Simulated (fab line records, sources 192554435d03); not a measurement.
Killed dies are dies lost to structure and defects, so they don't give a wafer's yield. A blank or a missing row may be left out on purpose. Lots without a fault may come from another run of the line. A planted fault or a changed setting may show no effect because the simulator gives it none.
Chamber matching | flow n5_finfet | N5_BEOL_M5_ALD_86 on ald_metal-04: 4 sister chambers
The step deposits TaN, pulse time 2 s, purge time 3 s, co reactant purge time 2 s. 4 wafers are shown with their chamber, then 11 later ones without.

WAFERS WITH THEIR CHAMBER
wafer  | chamber | heater_power_w (W)
L084.3 | 0       | 412
L088.3 | 1       | 415
L088.5 | 3       | 386
L087.1 | 2       | 370

WAFERS WITHOUT THEIR CHAMBER
wafer  | heater_power_w (W)
L087.5 | 396
L087.6 | 401
L092.1 | 395
L092.2 | 398
L092.4 | 357
L096.1 | 384
L096.2 | 411
L096.5 | 369
L097.1 | 410
L097.2 | 379
L097.5 | 402

WHICH CHAMBER EACH WENT THROUGH
wafer  | from the rows above               | in truth
L087.5 | can't be placed: 3 or 0 or 1 or 2 | 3
L087.6 | can't be placed: 0 or 1 or 3      | 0
L092.1 | can't be placed: 3 or 0 or 1 or 2 | 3
L092.2 | can't be placed: 3 or 0 or 1 or 2 | 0
L092.4 | can't be placed: 2 or 3           | 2
L096.1 | can't be placed: 3 or 2           | 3
L096.2 | can't be placed: 0 or 1           | 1
L096.5 | can't be placed: 2 or 3           | 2
L097.1 | can't be placed: 0 or 1           | 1
L097.2 | can't be placed: 3 or 2           | 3
L097.5 | can't be placed: 0 or 1 or 3      | 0
Placed correctly: 0 of 11. Can't be placed from these rows: 11 (the true chamber is among the candidates in 11). Placed wrongly: 0.
How it was worked out, from the rows above alone: a wafer's distance from a chamber is the root of the sum, over the readings, of the square of ((its reading less the chamber's mean) divided by the reading's scatter). The wafer belongs to the nearest chamber; if the next one is less than 2 further off, it can't be placed. A chamber's mean is the mean of its shown wafers. The scatter: with one shown wafer a chamber, the root of the mean of the squares of how far each hidden wafer lies from its nearest shown one.
